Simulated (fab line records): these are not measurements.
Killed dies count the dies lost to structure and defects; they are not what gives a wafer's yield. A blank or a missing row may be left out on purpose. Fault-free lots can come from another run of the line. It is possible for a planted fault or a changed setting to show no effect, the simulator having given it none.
Split-lot trial | flow n5-finfet | 39 wafers read from 7 lots, route of 1938 steps

== THE SPLIT ==
At N5_BEOL_M15_DEP_53 (deposits SiCN from 3MS/NH3, target thk 50 nm, time 17.8 s), the setting time-s was moved away from the recipe's 17.8 s on 12 of the 39 wafers read, by -45.4% to +51.7%. The other wafers ran this setting at the recipe's value.

The reading is taken at the split's own step.

== THE READING ==
SiCN_of_BEOL_M15_DEP_53.thk-nm (the simulator's own value, which no gauge read), in nm, at N5_BEOL_M15_DEP_53 (deposits SiCN from 3MS/NH3, target thk 50 nm, time 17.8 s). There is no usual value for it anywhere in the file. The 27 wafers here that ran the recipe average 50.1 nm, standard deviation 0.53 nm.

wafer  | tool, chamber at the split | time-s as run, s | against the recipe | SiCN_of_BEOL_M15_DEP_53.thk-nm, nm | against lot-mates on the recipe
L083.1 | pecvd-04, 1                | 17.8             | recipe             | 50                                 | -
L083.2 | pecvd-04, 0                | 17.8             | recipe             | 50.6                               | -
L083.3 | pecvd-04, 2                | 17.8             | recipe             | 49.8                               | -
L083.4 | pecvd-04, 2,1              | 22.37            | +25.7%             | 63.4                               | +13.3
L083.6 | pecvd-04, 2,1              | 22.37            | +25.7%             | 63.4                               | +13.3
L083.5 | pecvd-04, 0                | 22.37            | +25.7%             | 64                                 | +13.9
L080.1 | pecvd-01, 1                | 17.8             | recipe             | 49.4                               | -
L080.2 | pecvd-01, 0                | 27               | +51.7%             | 74.6                               | +24.8
L080.3 | pecvd-01, 1                | 27               | +51.7%             | 75.4                               | +25.6
L080.4 | pecvd-01, 0                | 17.8             | recipe             | 50                                 | -
L080.5 | pecvd-01, 0                | 17.8             | recipe             | 50                                 | -
L080.6 | pecvd-01, 1                | 27               | +51.7%             | 75                                 | +25.2
L082.1 | pecvd-01, 1,2              | 17.8             | recipe             | 49.8                               | -
L082.6 | pecvd-01, 1,2              | 17.8             | recipe             | 49.8                               | -
L082.2 | pecvd-01, 2                | 22.58            | +26.9%             | 63                                 | +12.8
L082.3 | pecvd-01, 0                | 22.58            | +26.9%             | 62.8                               | +12.6
L082.4 | pecvd-01, 1                | 17.8             | recipe             | 51                                 | -
L082.5 | pecvd-01, 0                | 22.58            | +26.9%             | 63.4                               | +13.2
L086.2 | pecvd-02, 0                | 17.8             | recipe             | 50                                 | -
L086.5 | pecvd-02, 1                | 17.8             | recipe             | 50.6                               | -
L086.6 | pecvd-02, 0                | 17.8             | recipe             | 51                                 | -
L092.1 | pecvd-04, 1,0              | 17.8             | recipe             | 49                                 | -
L092.2 | pecvd-04, 1,0              | 17.8             | recipe             | 49                                 | -
L092.3 | pecvd-04, 2                | 9.715            | -45.4%             | 27                                 | -22.3
L092.4 | pecvd-04, 2                | 17.8             | recipe             | 49.8                               | -
L092.5 | pecvd-04, 0                | 9.715            | -45.4%             | 28                                 | -21.3
L092.6 | pecvd-04, 1                | 9.715            | -45.4%             | 27.4                               | -21.9
L091.1 | pecvd-01, 1,2              | 17.8             | recipe             | 49.4                               | -
L091.2 | pecvd-01, 1,2              | 17.8             | recipe             | 49.4                               | -
L091.3 | pecvd-01, 0,1              | 17.8             | recipe             | 50                                 | -
L091.5 | pecvd-01, 0,1              | 17.8             | recipe             | 50                                 | -
L091.4 | pecvd-01, 0                | 17.8             | recipe             | 50.4                               | -
L091.6 | pecvd-01, 2                | 17.8             | recipe             | 50.2                               | -
L095.1 | pecvd-02, 2                | 17.8             | recipe             | 50                                 | -
L095.2 | pecvd-02, 0                | 17.8             | recipe             | 50.2                               | -
L095.3 | pecvd-02, 2,0              | 17.8             | recipe             | 50.6                               | -
L095.4 | pecvd-02, 2,0              | 17.8             | recipe             | 50.6                               | -
L095.5 | pecvd-02, 0                | 17.8             | recipe             | 50.8                               | -
L095.6 | pecvd-02, 2                | 17.8             | recipe             | 50.4                               | -
If several chambers appear in one row, that row covers several wafers at once and the file leaves open which wafer was in which chamber.

FIT RESULTS
A straight line over all 39 wafers: SiCN_of_BEOL_M15_DEP_53.thk-nm changes by +0.493 nm for each +1% of time-s; r = +1.00; the points scatter about the line by 0.58 nm.
The same after taking each lot's own level away (the mean of its wafers on the recipe; 39 wafers): +0.487 nm for each +1%; r = +1.00; scatter 0.46 nm.
Per that fit: largest time-s move, reading shift of 25 nm.
The span of the lots' own levels, 49.27 to 50.53 nm, comes to 2.4 times the standard deviation stated above.
Hence the lot-to-lot level has little effect on the slope; both slopes agree.
Check: +25.3 nm against its lot-mates is what the line predicts for one of the wafers moved furthest among these (+51.7%) when that wafer is left out of the fit. Against them it came out at +24.8 nm.

== THE OTHER SPLITS THESE WAFERS WENT THROUGH ==
These wafers also went through other splits before the reading. Each is held against what the fit with the lots' levels taken away leaves over:
other split on the same wafers | wafers away from the commonest value | r with SiCN_of_BEOL_M15_DEP_53.thk-nm (lot level and that fit taken away)
N5_BEOL_M13_ETCH_59 time-s     | 15                                   | -0.10

== THE FILE'S OWN FIT ==
SiCN_of_BEOL_M15_DEP_53.thk-nm changes by +0.488 nm for each +1% of time-s, r = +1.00.
